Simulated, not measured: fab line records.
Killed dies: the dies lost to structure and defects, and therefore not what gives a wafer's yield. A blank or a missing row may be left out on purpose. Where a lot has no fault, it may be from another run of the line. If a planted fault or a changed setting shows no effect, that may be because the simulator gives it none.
fab line records    flow n5Finfet
record lots=11  wafers=33  lastDay=17
route steps=1938 shown BEOL_M12@1602 BEOL_M13@1659 PASSIVATION@1936
lots that met no fault: taken from a fault-free run of the same line
startH: start of the lot's first displayed wafer, in hours after the record's first day    waitH: hours elapsed since this lot's preceding step    " the same as in the row above    L1.1+2: a single row standing in for several wafers    - no value present, or no start provided    * or withheld: withheld    < > ~ a bound
route shown NAME@n: NAME is a module with steps in the file, n the number in the route of the first one    usual: the fault-free wafers' mean and standard deviation    same: alike in all rows    chamber/n: place in a boat    sites: per-site readings    _std_site: how widely they spread, as a standard deviation    _edge_site: inner sites' mean taken away from outer sites' mean    radiusMm: how far each site lies from the wafer's centre    mask NAME#n: copy n    behind: the last tool/chamber to shape the wafer    hold: reason for holding the lot/hours on hold/outcome of the hold    device: which transistor (n, p or np) failed to switch    end of line: tests run on the same wafers once the route is complete    a step without rows: its recipe alone    killed: the dies lost at the first sort to structure and to defects; this is not the yield of the wafer    map: per-die view of a wafer (x killed, . not killed, _ where there is no die)
set.NAME: setting as actually run; set.NAME@STEP: the setting as run at that earlier step    model.NAME: the simulator's own value behind a step, which no gauge read
route steps across a sampled set of lots; one table per step, one row per wafer
services: from which hour (startH, from the record's first day; less than 0 if before it) a tool's chamber was out of use, for how many hours, and why
## steps
# step N5_BEOL_M12_ILD_DEP_00
# recipe material=SiOC  targetThkA=6589.2  tempC=350  precursor=DEMS/O2  pressureTorr=5  rfW=500  timeS=130.7
# usual heaterPowerW=472/82  showerheadPlenumPTorr=5.684/0.014  susceptorTempC=350.01/0.21  throttleValvePct=11.7/0.52
lot.wafer  tool      chamber  startH  waitH  heaterPowerW  showerheadPlenumPTorr  susceptorTempC  throttleValvePct
L555.2     pecvd-01  0        226.43  0.0    486           5.666                  350.17          12.1
L555.3     "         1        "       "      407           5.693                  350.19          11.9
L555.6     "         0        "       "      397           5.650                  350.09          12.2
L558.2     pecvd-01  2        239.05  0.0    375           5.699                  349.85          10.7
L558.5     "         1        "       "      421           5.696                  350.11          12.0
L558.6     "         0        "       "      480           5.673                  349.88          12.0
L562.1     pecvd-01  0        278.15  0.0    491           5.659                  349.48          11.9
L562.3     "         2        "       "      415           5.702                  349.92          10.7
L562.5     "         0        "       "      487           5.659                  349.81          11.9
L565.3     pecvd-03  1        292.91  0.0    494           5.696                  350.02          11.8
L565.4     "         0        "       "      616           5.696                  349.81          12.1
L565.5     "         1        "       "      416           5.696                  350.03          11.7
L567.1     pecvd-01  0        300.77  0.0    467           5.675                  349.81          12.2
L567.2     "         2        "       "      427           5.681                  350.21          10.5
L567.5     "         1        "       "      437           5.690                  350.19          11.9
L569.2     pecvd-01  0        309.63  0.0    470           5.655                  349.84          12.0
L569.3     "         1        "       "      357           5.682                  349.86          12.3
L569.5     "         0        "       "      504           5.657                  349.60          12.0
L570.1     pecvd-01  1        320.69  0.0    354           5.692                  350.06          12.0
L570.2     "         0        "       "      411           5.661                  350.20          12.0
L570.4     "         1        "       "      398           5.687                  349.96          12.2
L572.1     pecvd-01  0        334.09  0.0    496           5.670                  349.73          11.9
L572.3     "         1        "       "      428           5.706                  350.01          12.1
L572.4     "         2        "       "      414           5.702                  349.75          10.9
L571.3     pecvd-01  0        337.10  0.0    425           5.676                  350.03          11.9
L571.4     "         0        "       "      451           5.671                  350.26          12.0
L571.6     "         1        "       "      423           5.673                  350.11          12.0
L573.2     pecvd-01  2        344.55  0.0    425           5.695                  349.89          10.9
L573.4     "         2        "       "      453           5.689                  349.90          11.0
L573.6     "         0        "       "      495           5.687                  350.02          11.7
L575.1     pecvd-03  0        365.53  0.0    591           5.692                  350.41          11.8
L575.4     "         0        "       "      615           5.668                  350.23          11.9
L575.6     "         2        "       "      499           5.692                  350.19          12.0
# step N5_BEOL_M12_CD_MEAS_17
# recipe targetCdNm=140  polarity=opening
# usual cdNm=140.8/1.9
lot.wafer  tool      chamber  startH  waitH  cdNm
L555.2     cdSem-02  -        227.45  0.0    140.9
L555.3     "         -        "       "      138.4
L555.6     "         -        "       "      139.9
L558.2     cdSem-03  -        240.07  0.0    140.0
L558.5     "         -        "       "      137.8
L558.6     "         -        "       "      139.8
L562.1     cdSem-01  -        279.16  0.0    141.7
L562.3     "         -        "       "      140.6
L562.5     "         -        "       "      142.3
L565.3     cdSem-02  -        294.07  0.0    139.1
L565.4     "         -        "       "      137.0
L565.5     "         -        "       "      139.8
L567.1     cdSem-01  -        301.78  0.0    139.0
L567.2     "         -        "       "      137.2
L567.5     "         -        "       "      136.5
L569.2     cdSem-03  -        310.78  0.0    141.3
L569.3     "         -        "       "      142.7
L569.5     "         -        "       "      141.0
L570.1     cdSem-01  -        322.03  0.0    140.9
L570.2     "         -        "       "      140.3
L570.4     "         -        "       "      139.5
L572.1     cdSem-01  -        335.10  0.0    138.9
L572.3     "         -        "       "      140.3
L572.4     "         -        "       "      139.8
L571.3     cdSem-01  -        338.25  0.0    142.7
L571.4     "         -        "       "      145.5
L571.6     "         -        "       "      140.5
L573.2     cdSem-03  -        345.73  0.0    140.6
L573.4     "         -        "       "      140.0
L573.6     "         -        "       "      139.8
L575.1     cdSem-02  -        366.97  0.0    140.1
L575.4     "         -        "       "      142.1
L575.6     "         -        "       "      138.0
# step N5_BEOL_M12_PRE_CLEAN_42
# recipe gas=H2/He  timeS=30  tempC=250
# usual heaterPowerW=334/29
lot.wafer  tool           chamber  startH  waitH  heaterPowerW
L555.2     pvdSputter-01  -        232.42  0.0    291
L555.3     "              -        "       "      361
L555.6     "              -        "       "      297
L558.2     pvdSputter-01  -        243.00  0.0    345
L558.5     "              -        "       "      386
L558.6     "              -        "       "      299
L562.1     pvdSputter-01  -        280.68  0.0    308
L562.3     "              -        "       "      379
L562.5     "              -        "       "      399
L565.3     pvdSputter-03  -        296.14  0.0    347
L565.4     "              -        "       "      316
L565.5     "              -        "       "      323
L567.1     pvdSputter-02  -        303.73  0.0    336
L567.2     "              -        "       "      313
L567.5     "              -        "       "      305
L569.2     pvdSputter-02  -        314.22  0.0    342
L569.3     "              -        "       "      318
L569.5     "              -        "       "      315
L570.1     pvdSputter-01  -        325.81  0.0    288
L570.2     "              -        "       "      384
L570.4     "              -        "       "      308
L572.1     pvdSputter-03  -        341.32  0.0    349
L572.3     "              -        "       "      320
L572.4     "              -        "       "      319
L571.3     pvdSputter-03  -        341.64  0.0    310
L571.4     "              -        "       "      356
L571.6     "              -        "       "      311
L573.2     pvdSputter-01  -        348.85  0.0    297
L573.4     "              -        "       "      381
L573.6     "              -        "       "      349
L575.1     pvdSputter-01  -        369.80  0.0    391
L575.4     "              -        "       "      305
L575.6     "              -        "       "      357
# step N5_BEOL_M13_ILD_DEP_00
# recipe material=SiOC  targetThkA=8379.2  tempC=350  precursor=DEMS/O2  pressureTorr=5  rfW=500  timeS=166.4
# usual heaterPowerW=460/65  showerheadPlenumPTorr=5.695/0.018  susceptorTempC=350.01/0.22  throttleValvePct=11.7/0.56
lot.wafer  tool      chamber  startH  waitH  heaterPowerW  showerheadPlenumPTorr  susceptorTempC  throttleValvePct
L555.2     pecvd-01  1        233.68  0.0    403           5.676                  349.82          12.1
L555.3     "         0        "       "      422           5.670                  350.41          12.3
L555.6     "         0        "       "      448           5.679                  349.97          12.0
L558.2     pecvd-01  1        244.27  0.0    363           5.697                  349.73          12.1
L558.5     "         1        "       "      398           5.672                  350.01          12.2
L558.6     "         0        "       "      484           5.664                  350.21          12.0
L562.1     pecvd-04  0        281.94  0.0    424           5.686                  350.11          12.3
L562.3     "         2        "       "      531           5.684                  349.84          10.8
L562.5     "         0        "       "      353           5.705                  350.32          12.0
L565.3     pecvd-04  1        297.40  0.0    400           5.694                  347.34          11.7
L565.4     "         2        "       "      479           5.695                  347.04          10.9
L565.5     "         1        "       "      327           5.700                  347.34          11.8
L567.1     pecvd-04  2        305.01  0.0    575           5.686                  347.39          10.8
L567.2     "         1        "       "      386           5.694                  347.41          11.6
L567.5     "         2        "       "      473           5.699                  347.38          11.1
L569.2     pecvd-01  1        315.46  0.0    435           5.700                  350.09          12.2
L569.3     "         0        "       "      454           5.672                  350.19          12.4
L569.5     "         2        "       "      368           5.672                  350.14          10.8
L570.1     pecvd-01  0        327.05  0.0    481           5.675                  349.98          12.1
L570.2     "         1        "       "      384           5.691                  350.08          12.0
L570.4     "         1        "       "      418           5.674                  350.18          12.1
L572.1     pecvd-01  1        342.57  0.0    359           5.682                  350.12          11.7
L572.3     "         2        "       "      438           5.693                  350.23          10.8
L572.4     "         2        "       "      457           5.674                  350.11          10.7
L571.3     pecvd-01  2        342.89  0.0    446           5.688                  350.04          10.7
L571.4     "         2        "       "      347           5.676                  349.47          10.9
L571.6     "         0        "       "      453           5.664                  350.36          11.8
L573.2     pecvd-02  2        350.36  0.0    476           5.731                  350.07          11.2
L573.4     "         2        "       "      488           5.711                  350.02          11.5
L573.6     "         1        "       "      410           5.695                  350.29          12.7
L575.1     pecvd-02  0        371.13  0.0    461           5.701                  350.13          11.6
L575.4     "         2        "       "      512           5.745                  350.18          11.5
L575.6     "         0        "       "      499           5.717                  349.89          11.7
# step N5_PASSIVATION_PROBE_49
# usual defectLimitedYield=91.6/1.6  killed_at_M0_to_M3=31/10  killed_at_M4_up=14/6.3  killedAtContacts=12/6.1  killedAtFrontEnd=39/12  killedAtOther=3.7/2.8  killedDies=100/19  killedOnRim=13/4.2  killedOpen=66/14  killedShort=33/8.1  sort_bin_5_function=5.0/1.1  sort_bin_6_memory=3.2/0.66  sortNPass=1080/18  sortYieldPct=91.6/1.6
# same grossDies=1180  killedAtBackSide=0  sort_bin_4_leakage[%]=0  sort_bin_8_speed[%]=0
lot.wafer  tool       chamber  startH  waitH  defectLimitedYield[%]  killed_at_M0_to_M3  killed_at_M4_up  killedAtContacts  killedAtFrontEnd  killedAtOther  killedDies  killedOnRim  killedOpen  killedShort  sort_bin_5_function[%]  sort_bin_6_memory[%]  sortNPass  sortYieldPct[%]
L569.2     prober-02  -        347.35  0.1    92.6                   24                  25               2                 33                3              87          13           54          33           4.1                     3.1                   1093       92.6
L569.3     prober-02  -        347.40  0.1    91.4                   32                  10               13                44                3              102         10           69          33           5.6                     2.9                   1078       91.4
L569.5     prober-02  -        347.50  0.2    92.9                   12                  25               8                 38                1              84          15           59          25           4.2                     2.8                   1096       92.9
L571.3     prober-01  -        376.97  0.1    92.0                   20                  21               6                 46                1              94          11           67          26           4.6                     2.9                   1086       92.0
L571.4     prober-01  -        377.02  0.2    90.0                   23                  22               8                 60                5              118         15           68          50           5.3                     4.2                   1062       90.0
L571.6     prober-01  -        377.12  0.3    92.8                   16                  9                7                 53                0              85          14           49          35           4.0                     2.8                   1095       92.8
L573.2     prober-01  -        382.73  0.1    92.5                   17                  12               17                41                2              89          9            54          35           4.6                     2.4                   1091       92.5
L573.4     prober-01  -        382.83  0.2    90.9                   30                  5                11                56                5              107         17           65          40           5.3                     3.3                   1073       90.9
L573.6     prober-01  -        382.93  0.3    89.7                   34                  14               15                55                3              121         11           78          43           6.0                     3.8                   1059       89.7
# killed by level:class
L569.2 BEOL_M4:geometricParticle:open=16 FIN_SAQP:geometricParticle:short=7 BEOL_M0_SAQP:geometricParticle:short=7 ILD0:geometricParticle:open=6 BEOL_M0_SAQP:geometricParticle:open=6 DUMMY_GATE:geometricParticle:open=4 BEOL_M1:geometricParticle:open=4 BEOL_M3:geometricParticle:open=4
L569.3 STI_FIN_REVEAL:geometricParticle:open=14 MOL_CONTACT_COAG:geometricParticle:open=11 BEOL_M0_SAQP:geometricParticle:open=10 BEOL_M0_SAQP:geometricParticle:short=7 BEOL_M3:geometricParticle:open=7 ILD0:geometricParticle:open=6 ILD0:geometricParticle:short=6 BEOL_M4:geometricParticle:open=6
L569.5 BEOL_M4:geometricParticle:open=12 FIN_SAQP:geometricParticle:open=11 ILD0:geometricParticle:short=7 MOL_CONTACT_COAG:geometricParticle:open=7 FIN_SAQP:geometricParticle:short=5 DUMMY_GATE:geometricParticle:open=4 BEOL_M2:geometricParticle:open=4 BEOL_M3:geometricParticle:open=4
L571.3 STI_FIN_REVEAL:geometricParticle:open=10 FIN_SAQP:geometricParticle:short=8 DUMMY_GATE:geometricParticle:open=8 BEOL_M3:geometricParticle:open=7 BEOL_M4:geometricParticle:open=7 BEOL_M5:geometricParticle:open=7 GATE_CUT:geometricParticle:open=5 MOL_CONTACT_COAG:geometricParticle:open=5
L571.4 GATE_CUT:geometricParticle:short=12 GATE_CUT:geometricParticle:open=10 FIN_SAQP:geometricParticle:open=9 BEOL_M4:geometricParticle:open=9 BEOL_M0_SAQP:geometricParticle:short=8 STI_FIN_REVEAL:geometricParticle:open=6 MOL_CONTACT_COAG:geometricParticle:open=6 BEOL_M5:geometricParticle:open=6
L571.6 FIN_SAQP:geometricParticle:open=12 FIN_SAQP:geometricParticle:short=11 GATE_CUT:geometricParticle:short=7 MOL_CONTACT_COAG:geometricParticle:open=7 STARTING-WAFER:geometricParticle:open=5 STI_FIN_REVEAL:geometricParticle:open=4 DUMMY_GATE:geometricParticle:short=4 BEOL_M1:geometricParticle:open=4
L573.2 MOL_CONTACT_COAG:geometricParticle:open=13 BEOL_M4:geometricParticle:open=7 STI_FIN_REVEAL:geometricParticle:open=6 FIN_SAQP:geometricParticle:short=5 BEOL_M3:geometricParticle:open=5 SPACER0:geometricParticle:short=5 FIN_SAQP:geometricParticle:open=4 ILD0:geometricParticle:short=4
L573.4 FIN_SAQP:geometricParticle:short=16 FIN_SAQP:geometricParticle:open=13 STI_FIN_REVEAL:geometricParticle:open=10 MOL_CONTACT_COAG:geometricParticle:open=9 BEOL_M2:geometricParticle:open=7 BEOL_M0_SAQP:geometricParticle:open=6 BEOL_M3:geometricParticle:open=6 BEOL_M2:geometricParticle:short=3
L573.6 FIN_SAQP:geometricParticle:short=13 STI_FIN_REVEAL:geometricParticle:open=12 MOL_CONTACT_COAG:geometricParticle:open=10 BEOL_M3:geometricParticle:open=9 FIN_SAQP:geometricParticle:open=7 BEOL_M4:geometricParticle:open=6 MOL_CONTACT_COAG:geometricParticle:short=5 BEOL_M2:geometricParticle:short=5
## services
tool           chamber  startH  hours  kind
pecvd-02       -        206.05  3.1    repair
pecvd-02       2        215.16  -      clean
pecvd-02       2        215.16  -      consumableReplace:showerhead
pecvd-02       2        215.16  29.0   scheduledDown
pecvd-02       2        215.16  29.0   ventCycle
pecvd-02       -        217.20  2.8    pm
pecvd-03       -        230.62  5.5    pm
pecvd-02       1        235.00  3.7    repair
pecvd-04       1        265.09  6.4    repair
pecvd-04       0        266.24  2.1    scheduledDown
pecvd-02       2        267.67  5.0    scheduledDown
pecvd-01       1        298.30  2.1    scheduledDown
pecvd-04       0        302.31  12.1   repair
pvdSputter-01  -        310.44  9.1    repair
pvdSputter-03  -        336.33  4.2    repair
pecvd-01       2        347.36  12.4   repair
pecvd-01       1        367.15  5.0    scheduledDown
## key
firstSign step=N5_BEOL_M13_ILD_DEP_00  reading=susceptorTempC  direction=down  sigmas=12  usual=*  struck=*
effect none on later readings
metAt N5_BEOL_M13_ILD_DEP_00
struckLots L565,L567
notActingAt N5_BEOL_M12_ILD_DEP_00,N5_BEOL_M12_CD_MEAS_17,N5_BEOL_M12_PRE_CLEAN_42
onsetBetween 281.94 297.40
fault kind=processParameterDrift  tool=pecvd-04  chamber=-  onsetH=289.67  steps=N5_BEOL_M13_ILD_DEP_00  channel=tempC  offset=*  shape=step  endH=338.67  actsIn=*  stated=*
